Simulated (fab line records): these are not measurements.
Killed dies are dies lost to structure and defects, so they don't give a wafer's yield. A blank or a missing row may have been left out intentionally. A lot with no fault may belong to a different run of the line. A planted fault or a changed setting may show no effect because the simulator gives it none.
Matching of chambers | flow n5-finfet | 4 sister chambers for N5_GATE_CUT_STRIP_42 on rie-diel-04
The step strips in O2. 8 wafers are shown with their chamber, then 9 later ones without.

== EACH WAFER AND ITS CHAMBER ==
wafer  | chamber | drypump-motor-current-A (A) | showerhead-plenum-p-Torr (Torr)
L074.5 | 3       | 5.4                         | 2.12
L080.1 | 3       | 5.4                         | 2.11
L080.4 | 0       | 6.3                         | 2.07
L080.5 | 0       | 6.3                         | 2.07
L089.3 | 1       | 5.5                         | 2.16
L090.1 | 1       | 5.6                         | 2.16
L090.2 | 2       | 5.6                         | 2.02
L090.6 | 2       | 5.6                         | 2.02

== WAFERS WITHOUT THEIR CHAMBER ==
wafer  | drypump-motor-current-A (A) | showerhead-plenum-p-Torr (Torr)
L095.2 | 5.5                         | 2.16
L095.5 | 6.3                         | 2.06
L095.6 | 5.6                         | 2.16
L096.1 | 5.6                         | 2.02
L096.2 | 6.3                         | 2.06
L096.3 | 5.6                         | 2.16
L097.1 | 6.3                         | 2.06
L097.2 | 5.4                         | 2.10
L097.4 | 5.7                         | 2.02

== WHICH CHAMBER EACH ONE RAN IN ==
wafer  | from the rows above | in truth
L095.2 | 1                   | 1
L095.5 | 0                   | 0
L095.6 | 1                   | 1
L096.1 | 2                   | 2
L096.2 | 0                   | 0
L096.3 | 1                   | 1
L097.1 | 0                   | 0
L097.2 | 3                   | 3
L097.4 | 2                   | 2
Correct placement for 9 of the 9. Left unplaced by these rows: 0. 0 placed wrongly.
How it was worked out, from the rows above alone: a wafer's distance from a chamber is the root of the sum, over the readings, of the square of ((its reading less the chamber's mean) divided by the reading's scatter). The wafer belongs to the nearest chamber; if the next one is less than 2 further off, it can't be placed. For every chamber, the mean is computed from those of its wafers that are shown. How the scatter is found: for the shown wafers, subtract from each reading the mean of its chamber, square and add these, divide the total by (wafers less chambers), then take the root.
